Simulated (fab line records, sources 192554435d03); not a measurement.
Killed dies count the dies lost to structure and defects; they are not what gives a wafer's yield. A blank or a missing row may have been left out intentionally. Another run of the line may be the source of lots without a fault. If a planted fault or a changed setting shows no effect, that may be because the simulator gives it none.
Which tool was responsible? / flow n5Finfet / 32 wafers from 11 lots sampled at 3 of the route's 1938 steps

WHAT THE GAUGES SHOWED, per wafer
N5_PASSIVATION_OVL_MEAS_63.
lot=L252; measured=day 11 19:29; on=overlay-02; PAD_OVL (nm)=-1 3 0
lot=L253; measured=day 12 06:56; on=overlay-02; PAD_OVL (nm)=4 4 6
lot=L254; measured=day 12 07:46; on=overlay-01; PAD_OVL (nm)=10 14 4
lot=L260; measured=day 13 21:14; on=overlay-01; PAD_OVL (nm)=-2 -4 -7
lot=L263; measured=day 14 08:44; on=overlay-01; PAD_OVL (nm)=13 4 0
lot=L261; measured=day 14 14:38; on=overlay-01; PAD_OVL (nm)=4 -2 7
lot=L266; measured=day 15 13:03; on=overlay-02; PAD_OVL (nm)=6 4 5
lot=L268; measured=day 15 21:25; on=overlay-01; PAD_OVL (nm)=2 -1
lot=L273; measured=day 17 02:51; on=overlay-01; PAD_OVL (nm)=-9 0 0
lot=L275; measured=day 17 17:27; on=overlay-02; PAD_OVL (nm)=3 4 -2
lot=L274; measured=day 17 16:53; on=overlay-01; PAD_OVL (nm)=-2 -3 0

EACH LOT AND THE TOOL THAT RAN IT (in order: tool; ch and the chambers of the sampled wafers; start)
lot=L252; N5_BEOL_M8_CVD_78=cvdCo-02 ch 0,1,2, day 9 02:45; N5_MIM_BOT_ETCH_STRIP_01=rieDiel-03 ch 1,2, day 11 15:28
lot=L253; N5_BEOL_M8_CVD_78=cvdCo-01 ch 0,1,2, day 9 13:14; N5_MIM_BOT_ETCH_STRIP_01=rieDiel-06 ch 0,2,3, day 12 02:38
lot=L254; N5_BEOL_M8_CVD_78=cvdCo-01 ch 0,1,2, day 9 21:13; N5_MIM_BOT_ETCH_STRIP_01=rieDiel-03 ch 0,2, day 12 03:56
lot=L260; N5_BEOL_M8_CVD_78=cvdCo-01 ch 0,2, day 11 15:25; N5_MIM_BOT_ETCH_STRIP_01=rieDiel-06 ch 0,1,2, day 13 17:36
lot=L263; N5_BEOL_M8_CVD_78=cvdCo-01 ch 0,1, day 11 23:07; N5_MIM_BOT_ETCH_STRIP_01=rieDiel-03 ch 1,2, day 14 05:52
lot=L261; N5_BEOL_M8_CVD_78=cvdCo-02 ch 0,1, day 12 01:49; N5_MIM_BOT_ETCH_STRIP_01=rieDiel-03 ch 0,1, day 14 08:21
lot=L266; N5_BEOL_M8_CVD_78=cvdCo-02 ch 0,1, day 12 19:21; N5_MIM_BOT_ETCH_STRIP_01=rieDiel-03 ch 0,1,3, day 15 08:22
lot=L268; N5_BEOL_M8_CVD_78=cvdCo-02 ch 1, day 13 15:41; N5_MIM_BOT_ETCH_STRIP_01=rieDiel-06 ch 1,2, day 15 18:56
lot=L273; N5_BEOL_M8_CVD_78=cvdCo-02 ch 0,1,2, day 14 14:54; N5_MIM_BOT_ETCH_STRIP_01=rieDiel-03 ch 0,2,3, day 16 23:11
lot=L275; N5_BEOL_M8_CVD_78=cvdCo-01 ch 0,2, day 14 23:46; N5_MIM_BOT_ETCH_STRIP_01=rieDiel-03 ch 1,2,3, day 17 13:58
lot=L274; N5_BEOL_M8_CVD_78=cvdCo-01 ch 0,1,2, day 14 23:54; N5_MIM_BOT_ETCH_STRIP_01=rieDiel-02 ch 1,2,3, day 17 12:45
- N5_BEOL_M8_CVD_78: deposits Co from CCTBA/H2, target thk 2 nm, time 142.3 s.
- N5_MIM_BOT_ETCH_STRIP_01: strips in O2.

THE ANSWER, worked out from the rows above alone
Rule: what is usual is taken from the lots themselves. The widest of any qualifying gaps counts: lots, ordered by their means at a reading, are off when they make up no more than a third of the lots, leave a main group of 4 or more, and stand apart from it by 3 or more times the standard deviation of that group's means. A main group whose means are all the same, to the digits that the tables above print for the reading, isn't used. Also off: a lot with no number at a reading for which 4 or more lots have one. The other lots that the step has rows for count as sound.
No lot is off at any reading shown: from this, nothing can be told.

WHAT WAS PUT IN BY THE SIMULATOR
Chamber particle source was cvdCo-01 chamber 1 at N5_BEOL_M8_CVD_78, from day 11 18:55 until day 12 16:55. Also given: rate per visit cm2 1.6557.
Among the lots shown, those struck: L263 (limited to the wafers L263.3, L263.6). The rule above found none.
